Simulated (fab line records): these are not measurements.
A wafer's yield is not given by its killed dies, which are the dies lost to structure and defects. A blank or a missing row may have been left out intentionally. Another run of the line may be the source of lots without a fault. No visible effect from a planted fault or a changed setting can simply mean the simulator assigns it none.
Lot-split experiment	flow n5 finfet	7 lots, 21 wafers read, on a route of 1938 steps

== ON THE SPLIT ==
At N5_FIN_CUT_EXPOSE_05 (exposes mask FIN CUT), the setting dose mj was moved away from the recipe's 45.75 on 6 of the 21 wafers read, by -5.3% to +4.0%. For the rest of the wafers, this setting stayed at what the recipe calls for.

== FROM THE SPLIT TO THE READING: what the file shows between them, 2 steps ==
- N5_FIN_CUT_PEB_06: peb time 60 s
- N5_FIN_CUT_DEVELOP_07: develop time 30 s

== THE READING ==
At N5_FIN_CUT_CD_MEAS_08: cd nm in nanometres, against a target cd of 29.1 nm. A value of 29.03 nm with a standard deviation of 0.23 nm is what fault-free wafers of this fab line usually give.

wafer	tool, chamber at the split	dose mj as run	against the recipe	cd nm, nm	against lot-mates on the recipe
L074.1	euv scanner-01, 0	45.75	recipe	28.50	-
L074.3	euv scanner-01, 0	47.59	+4.0%	29.70	+0.97
L074.5	euv scanner-01, 0	45.75	recipe	28.95	-
L083.2	euv scanner-02, 0	45.75	recipe	28.97	-
L083.4	euv scanner-02, 0	46.7	+2.1%	29.49	+0.52
L083.5	euv scanner-02, 0	46.7	+2.1%	29.57	+0.60
L086.4	euv scanner-01, 0	43.32	-5.3%	27.81	-1.14
L086.5	euv scanner-01, 0	45.75	recipe	28.96	-
L086.6	euv scanner-01, 0	45.75	recipe	28.95	-
L087.2	euv scanner-01, 0	45.75	recipe	28.76	-
L087.3	euv scanner-01, 0	45.75	recipe	28.87	-
L087.5	euv scanner-01, 0	45.75	recipe	28.74	-
L091.1	euv scanner-02, 0	45.75	recipe	29.24	-
L091.3	euv scanner-02, 0	47.09	+2.9%	29.57	+0.33
L091.4	euv scanner-02, 0	47.09	+2.9%	29.68	+0.44
L093.2	euv scanner-01, 0	45.75	recipe	28.72	-
L093.5	euv scanner-01, 0	45.75	recipe	29.28	-
L093.6	euv scanner-01, 0	45.75	recipe	29.17	-
L097.1	euv scanner-01, 0	45.75	recipe	28.87	-
L097.2	euv scanner-01, 0	45.75	recipe	29.05	-
L097.6	euv scanner-01, 0	45.75	recipe	29.11	-

FIT RESULTS
A straight line over all 21 wafers: cd nm changes by +0.219 nm for each +1% of dose mj; r = +0.91; the points scatter about the line by 0.19 nm.
The same after taking each lot's own level away (the mean of its wafers on the recipe; 21 wafers): +0.208 nm for each +1%; r = +0.93; scatter 0.16 nm.
That fit puts the effect of the largest move of dose mj on the reading at 1.1 nm.
Across the lots, their own levels run from 28.725 to 29.240 nm, a range of 2.2 times the standard deviation given above.
Hence the lot-to-lot level has little effect on the slope; both slopes agree.
Check: for one of the wafers moved furthest among these (-5.3%), held out of the fit, the line's prediction against its lot-mates is -1.07 nm. It came out at -1.14 nm against them.

== FURTHER SPLITS ON THESE WAFERS ==
Before the reading, these wafers also passed through other splits. Each is held against what the fit with the lots' levels taken away leaves over:
other split on the same wafers	wafers away from the commonest value	r with cd nm (lot level and that fit taken away)
N5_ZERO_LAYER_PECVD_02 time s	7	-0.11
N5_PMOS_HMC_CHANNEL_EPI_PEB_07 peb temp c	6	-0.01

== THE WHOLE CHAIN: every reading that the file lists as answering this split, in the file's order ==
step	what it does	reading	change (the file's fit)	r (the file's)
N5_FIN_CUT_CD_MEAS_08	target cd 29.1 nm	cd nm	+0.214 nm for each +1% of the setting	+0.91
N5_FIN_CUT_ETCH_30	etches underlayer in N2/H2, target depth 13 nm, time 10.4 s	FIN_CUT.cd offset nm (the simulator's own value, which no gauge read)	+0.184 nm for each +1% of the setting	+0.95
N5_FIN_CUT_ETCH_20	etches SiARC in CF4, target depth 26 nm, time 43.3 s	FIN_CUT.cd offset nm (the simulator's own value, which no gauge read)	+0.153 nm for each +1% of the setting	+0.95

== FILE'S OWN FIT ==
cd nm changes by +0.214 nm for each +1% of dose mj, r = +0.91.
